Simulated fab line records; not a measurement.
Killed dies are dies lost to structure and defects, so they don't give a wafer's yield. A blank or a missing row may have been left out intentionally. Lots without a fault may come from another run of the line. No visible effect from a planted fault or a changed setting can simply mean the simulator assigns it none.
fab line records -- flow nand_harc -- part 2 of 2: steps 5 to 6 of 6
record: lots: 21, wafers: 63, last_day: 33
route steps=1302 shown A_ONON_D1@441 A_CHANNEL_HOLE_D1@474 A_CHANNEL_HOLE_D2@589 A_CHANNEL_FILL_D2@619
lots with no fault: from the same line, run without faults
start_h: start of the lot's first displayed wafer, in hours after the record's first day -- wait_h: hours from the lot's prior step to this one -- " as in the row above -- L1.1+2: one row covering several wafers at once -- - either no value or no given start -- * or withheld: withheld -- < > ~ a bound
route shown NAME@n: NAME is a module with steps in the file, n the number in the route of the first one -- usual: mean/standard deviation taken from wafers without a fault -- same: alike in all rows -- chamber/n: place in a boat -- sites: readings site by site -- _std_site: their standard deviation -- _edge_site: the outer-site mean with the inner-site mean subtracted -- radius_mm: how far each site lies from the wafer's centre -- mask NAME#n: copy n -- behind: tool/chamber where the wafer was last shaped -- hold: why the lot went on hold/how many hours it stayed there/how the hold came to an end -- device: names the non-switching transistor (n, p or np) -- end of line: tests of these same wafers at the route's end -- for a step that has no rows: nothing shown but its recipe -- killed: the dies lost at the first sort to structure and to defects; this is not the yield of the wafer -- map: shows each die of a wafer: x if killed, . if not, _ if none is there
set.NAME: the run value of the setting; set.NAME@STEP: its run value at that earlier step -- model.NAME: the simulator's own value behind a step, which no gauge read
steps of the route over a sample of lots; a table a step, a row a wafer
services: from which hour (start_h, from the record's first day; less than 0 if before it) a tool's chamber was out of use, for how many hours, and why
== steps ==
step: NHARC_A_CHANNEL_FILL_D2_ETCHBACK_19
recipe: target_depth_a: 50, time_s: 1.7, hbr_flow_sccm: 150, cl2_flow_sccm: 50, rf_w: 400, icp_w: 400, bias_w: 100, chemistry: HBr/Cl2
usual: bias_w: 100.0/0.35, drypump_motor_current_A: 5.3/0.36, oes_product_au: 1.002/0.008, throttle_valve_pct: 26.405/0.0092
lot.wafer,tool,chamber,start_h,wait_h,bias_w,drypump_motor_current_A,oes_product_au,rf_hours_counter_h,throttle_valve_pct
L077.2,rie_si-03,2,350.44,0.4,100.3,5.4,0.997,0.71,26.413
L077.4,rie_si-03,1,350.44,0.4,99.7,6.0,0.997,0.84,26.411
L077.6,rie_si-03,3,350.44,0.4,100.3,5.3,1.007,-,26.405
L078.2,rie_si-06,3,363.07,0.4,100.1,5.3,0.990,0.63,26.414
L078.3,rie_si-06,0,363.07,0.4,99.5,5.8,1.001,0.73,26.392
L078.6,rie_si-06,3,363.07,0.4,100.2,5.3,0.995,-,26.415
L079.1,rie_si-03,0,363.07,0.4,100.6,4.9,1.012,0.90,26.397
L079.2,rie_si-03,1,363.07,0.4,100.1,6.0,1.008,0.93,26.394
L079.5,rie_si-03,0,363.07,0.4,100.2,4.9,1.011,-,26.398
L080.3,rie_si-03,2,385.78,0.4,100.0,5.4,0.991,0.90,26.399
L080.6,rie_si-03,0,385.78,0.4,100.3,4.9,1.000,-,26.403
L080.5,rie_si-03,1,385.78,0.4,100.4,6.0,0.998,-,26.400
L081.3,rie_si-01,1,385.78,0.4,100.1,5.8,1.008,0.12,26.412
L081.1,rie_si-01,2,385.78,0.4,100.2,4.9,1.005,0.12,26.418
L081.6,rie_si-01,3,385.78,0.4,99.8,5.0,0.995,-,26.395
L083.1,rie_si-01,2,417.94,0.4,100.3,4.9,1.000,0.27,26.423
L083.2,rie_si-01,0,417.94,0.4,99.8,5.4,0.992,0.28,26.388
L083.5,rie_si-01,2,417.94,0.4,99.7,5.0,1.003,-,26.414
L082.3,rie_si-03,1,417.95,0.4,100.0,6.0,1.002,0.05,26.389
L082.1,rie_si-03,3,417.95,0.4,99.5,5.2,0.997,0.02,26.406
L082.5,rie_si-03,1,417.95,0.4,100.4,5.9,1.002,-,26.414
L085.3,rie_si-03,1,427.90,0.4,99.9,6.0,0.996,0.16,26.407
L085.5,rie_si-03,3,427.90,0.4,100.1,5.2,1.004,-,26.398
L085.6,rie_si-03,0,427.90,0.4,100.1,4.9,1.002,-,26.422
L084.3,rie_si-01,1,427.91,0.4,100.0,5.8,1.020,0.34,26.404
L084.5,rie_si-01,2,427.91,0.4,100.0,4.9,0.999,-,26.413
L084.6,rie_si-01,3,427.91,0.4,100.0,5.0,1.001,-,26.406
L086.3,rie_si-06,0,451.51,0.4,100.3,5.8,0.985,0.05,26.395
L086.2,rie_si-06,1,451.51,0.4,100.4,5.0,0.997,0.15,26.406
L086.6,rie_si-06,3,451.51,0.4,99.6,5.3,0.996,-,26.408
L089.1,rie_si-01,2,467.52,0.4,100.1,4.9,1.007,0.66,26.397
L089.4,rie_si-01,3,467.52,0.4,100.7,5.0,1.009,0.61,26.393
L089.3,rie_si-01,1,467.52,0.4,100.1,5.8,1.005,0.56,26.388
L087.1,rie_si-06,0,467.56,0.4,100.1,5.9,0.987,0.15,26.400
L087.5,rie_si-06,1,467.56,0.4,99.7,5.0,1.012,-,26.411
L087.6,rie_si-06,2,467.56,0.4,100.4,5.3,0.997,-,26.424
L088.4,rie_si-01,0,467.63,0.5,100.4,5.4,0.991,0.52,26.406
L088.5,rie_si-01,1,467.63,0.5,100.9,5.8,1.009,-,26.399
L088.6,rie_si-01,2,467.63,0.5,100.4,4.9,0.999,-,26.415
L090.2,rie_si-01,3,479.96,0.4,100.0,5.0,0.999,0.70,26.412
L090.3,rie_si-01,0,479.96,0.4,100.8,5.4,1.004,0.59,26.406
L090.6,rie_si-01,0,479.96,0.4,100.6,5.4,0.993,-,26.403
L091.3,rie_si-06,3,501.48,0.4,99.4,5.3,0.991,0.38,26.392
L091.2,rie_si-06,0,501.48,0.4,100.4,5.9,0.989,0.36,26.397
L091.6,rie_si-06,2,501.48,0.4,100.3,5.3,0.994,-,26.391
L092.1,rie_si-06,0,507.41,0.4,99.6,5.9,0.993,0.39,26.401
L092.5,rie_si-06,2,507.41,0.4,99.6,5.3,0.994,-,26.418
L092.6,rie_si-06,3,507.41,0.4,99.9,5.3,1.001,-,26.400
L093.2,rie_si-03,2,507.41,0.4,100.6,5.4,1.005,0.65,26.413
L093.3,rie_si-03,3,507.41,0.4,99.8,5.2,1.018,0.58,26.407
L093.5,rie_si-03,1,507.41,0.4,100.3,6.0,1.017,-,26.403
L094.1,rie_si-03,1,519.49,0.4,100.4,6.0,1.012,0.77,26.385
L094.3,rie_si-03,3,519.49,0.4,99.0,5.2,1.016,0.62,26.396
L094.6,rie_si-03,1,519.49,0.4,100.1,6.0,1.010,-,26.402
L095.1,rie_si-03,1,538.63,0.4,100.1,6.0,1.002,0.84,26.412
L095.4,rie_si-03,3,538.63,0.4,99.9,5.2,1.000,0.68,26.420
L095.5,rie_si-03,1,538.63,0.4,99.8,5.9,1.004,-,26.398
L096.4,rie_si-06,1,546.14,0.4,99.3,5.0,1.001,0.69,26.392
L096.1,rie_si-06,3,546.14,0.4,100.1,5.3,1.006,0.63,26.412
L096.3,rie_si-06,0,546.14,0.4,99.9,5.8,0.993,0.63,26.394
L097.2,rie_si-01,1,557.04,0.4,100.4,5.8,1.005,0,26.392
L097.4,rie_si-01,2,557.04,0.4,99.9,4.9,1.004,0,26.415
L097.5,rie_si-01,1,557.04,0.4,99.9,5.8,1.008,-,26.408
step: NHARC_A_CHANNEL_FILL_D2_STRIP_28
recipe: time_s: 20, o2_flow_sccm: 500, ar_flow_sccm: 0, bias_w: 0, chemistry: O2
usual: drypump_motor_current_A: 5.9/0.33, mfc_ar_sccm: 0.004/0.0066, oes_product_au: 0.999/0.011, rf_vpp_V: 57.8/0.92, showerhead_plenum_p_Torr: 3.55/0.14, throttle_valve_pct: 17.037/0.0085
same: bias_w: 0
lot.wafer,tool,chamber,start_h,wait_h,drypump_motor_current_A,mfc_ar_sccm,oes_product_au,rf_hours_counter_h,rf_vpp_V,showerhead_plenum_p_Torr,throttle_valve_pct
L077.2,rie_diel-10,1,350.66,0.1,5.8,0.006,0.993,5,59.1,3.79,17.029
L077.4,rie_diel-10,0,350.66,0.1,5.8,0,0.969,4,57.3,3.68,17.046
L077.6,rie_diel-10,1,350.66,0.1,5.8,0.006,0.995,-,57.5,3.79,17.055
L078.3,rie_diel-08,3,363.29,0.1,6.2,0,0.994,4,57.4,3.64,17.039
L078.2,rie_diel-08,0,363.29,0.1,6.3,0,1.000,4,58.0,3.58,17.033
L078.6,rie_diel-08,3,363.29,0.1,6.2,0,0.995,-,57.9,3.64,17.040
L079.1,rie_diel-10,1,363.30,0.1,5.8,0.006,0.994,5,60.4,3.79,17.040
L079.2,rie_diel-10,2,363.30,0.1,5.9,0.005,1.001,5,57.2,3.40,17.043
L079.5,rie_diel-10,1,363.30,0.1,5.8,0.006,1.003,-,60.4,3.79,17.037
L081.3,rie_diel-10,1,385.99,0.1,5.8,0.006,0.992,5,59.5,3.79,17.044
L081.1,rie_diel-10,2,385.99,0.1,5.9,0.005,1.013,5,58.2,3.40,17.034
L081.6,rie_diel-10,2,385.99,0.1,5.9,0.005,0.993,-,57.3,3.40,17.049
L080.3,rie_diel-10,2,386.03,0.1,5.9,0.005,0.991,5,57.2,3.40,17.015
L080.6,rie_diel-10,3,386.03,0.1,6.0,0,1.003,-,56.9,3.44,17.046
L080.5,rie_diel-10,0,386.03,0.1,5.8,0,0.981,-,58.0,3.68,17.028
L083.1,rie_diel-10,2,418.16,0.1,6.0,0.005,1.005,6,56.0,3.40,17.029
L083.2,rie_diel-10,1,418.16,0.1,5.8,0.006,0.997,7,57.8,3.79,17.029
L083.5,rie_diel-10,3,418.16,0.1,6.0,0,1.007,-,56.5,3.44,17.037
L082.3,rie_diel-08,3,418.16,0.1,6.2,0,1.000,1,57.7,3.64,17.047
L082.1,rie_diel-08,0,418.16,0.1,6.3,0,0.994,1,57.9,3.58,17.047
L082.5,rie_diel-08,2,418.16,0.1,5.1,0,1.004,-,58.0,3.55,17.020
L085.3,rie_diel-08,1,428.09,0.1,6.1,0.020,0.978,1,58.5,3.42,17.036
L085.6,rie_diel-08,0,428.09,0.1,6.3,0,0.992,-,57.1,3.58,17.026
L085.5,rie_diel-08,1,428.09,0.1,6.1,0.020,0.992,-,57.5,3.42,17.044
L084.3,rie_diel-04,3,428.10,0.1,5.7,0.022,1.000,11,56.9,3.51,17.039
L084.6,rie_diel-04,1,428.10,0.1,5.2,0,0.978,-,56.3,3.35,17.033
L084.5,rie_diel-04,2,428.10,0.1,5.7,0,1.024,-,58.2,3.50,17.041
L086.2,rie_diel-10,1,451.72,0.1,5.8,0.006,1.020,1,57.1,3.79,17.032
L086.3,rie_diel-10,3,451.72,0.1,6.1,0,0.990,1,58.5,3.44,17.036
L086.6,rie_diel-10,0,451.72,0.1,5.8,0,1.000,-,58.1,3.68,17.033
L089.3,rie_diel-10,3,467.74,0.1,6.0,0,0.991,1,57.9,3.44,17.038
L089.1,rie_diel-10,0,467.74,0.1,5.8,0,1.002,1,56.4,3.68,17.026
L089.4,rie_diel-10,1,467.74,0.1,5.8,0.006,1.011,1,58.1,3.79,17.031
L087.1,rie_diel-08,0,467.74,0.1,6.3,0,0.988,2,57.6,3.58,17.036
L087.6,rie_diel-08,0,467.74,0.1,6.3,0,0.987,-,59.7,3.58,17.031
L087.5,rie_diel-08,1,467.74,0.1,6.1,0.020,0.979,-,57.5,3.42,17.021
L088.4,rie_diel-04,1,467.82,0.1,5.2,0,1.005,16,56.4,3.35,17.058
L088.6,rie_diel-04,1,467.82,0.1,5.2,0,1.003,-,57.0,3.35,17.038
L088.5,rie_diel-04,2,467.82,0.1,5.7,0,1.031,-,56.7,3.50,17.042
L090.3,rie_diel-10,2,480.19,0.1,5.9,0.005,1.000,1,56.8,3.40,17.039
L090.2,rie_diel-10,3,480.19,0.1,6.1,0,0.996,1,57.8,3.44,17.050
L090.6,rie_diel-10,0,480.19,0.1,5.8,0,1.008,-,59.0,3.68,17.051
L091.2,rie_diel-08,1,501.68,0.1,6.1,0.020,1.003,3,58.2,3.42,17.054
L091.3,rie_diel-08,0,501.68,0.1,6.3,0,1.001,3,58.3,3.58,17.029
L091.6,rie_diel-08,1,501.68,0.1,6.1,0.020,0.995,-,59.0,3.42,17.041
L093.3,rie_diel-10,3,507.61,0.1,6.0,0,1.007,2,56.9,3.44,17.037
L093.2,rie_diel-10,1,507.61,0.1,5.8,0.006,1.008,2,58.3,3.79,17.060
L093.5,rie_diel-10,3,507.61,0.1,6.0,0,0.997,-,57.5,3.44,17.043
L092.1,rie_diel-08,2,507.61,0.1,5.1,0,0.999,4,57.0,3.55,17.042
L092.6,rie_diel-08,0,507.61,0.1,6.3,0,0.996,-,56.3,3.58,17.048
L092.5,rie_diel-08,1,507.61,0.1,6.1,0.020,1.010,-,58.9,3.42,17.037
L094.3,rie_diel-08,3,519.71,0.1,6.2,0,0.999,4,57.8,3.64,17.053
L094.1,rie_diel-08,2,519.71,0.1,5.1,0,0.997,4,58.2,3.55,17.040
L094.6,rie_diel-08,0,519.71,0.1,6.3,0,0.996,-,56.9,3.58,17.035
L095.1,rie_diel-08,0,538.86,0.1,6.3,0,0.992,4,57.8,3.58,17.035
L095.4,rie_diel-08,2,538.86,0.1,5.1,0,1.009,5,58.3,3.55,17.030
L095.5,rie_diel-08,3,538.86,0.1,6.2,0,1.000,-,57.2,3.64,17.026
L096.4,rie_diel-10,0,546.36,0.1,5.8,0,1.009,3,58.7,3.68,17.052
L096.3,rie_diel-10,1,546.36,0.1,5.8,0.006,1.004,2,58.4,3.79,17.039
L096.1,rie_diel-10,2,546.36,0.1,5.9,0.005,1.010,2,57.6,3.40,17.054
L097.4,rie_diel-10,2,557.26,0.1,5.9,0.005,0.992,3,57.3,3.39,17.037
L097.2,rie_diel-10,0,557.26,0.1,5.8,0,1.003,3,57.1,3.68,17.042
L097.5,rie_diel-10,2,557.26,0.1,5.9,0.005,0.997,-,56.5,3.40,17.025
== services ==
tool,chamber,start_h,hours,kind
rie_diel-10,0,204.64,2.4,repair
rie_si-03,2,207.82,10.2,repair
rie_diel-08,3,211.20,6.9,repair
rie_si-03,-,221.00,9.0,pm
rie_diel-05,-,229.63,9.0,pm
har_etch-01,-,240.63,3.7,repair
rie_diel-10,-,242.59,9.0,pm
rie_diel-10,0,312.85,10.2,repair
har_etch-02,-,320.03,0.0,repair
rie_si-03,2,367.61,2.6,repair
rie_diel-08,-,367.85,9.0,pm
har_etch-02,-,378.25,17.0,pm
rie_diel-05,3,383.23,6.0,repair
rie_si-03,-,398.00,9.0,pm
rie_diel-10,-,406.16,0.1,repair
rie_diel-05,-,406.63,9.0,pm
rie_diel-10,-,419.59,9.0,pm
rie_diel-08,2,426.43,1.2,repair
har_etch-01,-,427.78,1.1,repair
rie_diel-05,1,433.88,5.0,repair
rie_diel-08,1,457.66,6.6,repair
rie_diel-08,3,520.79,17.5,repair
rie_diel-10,1,528.50,5.0,repair
har_etch-02,-,531.76,3.6,repair
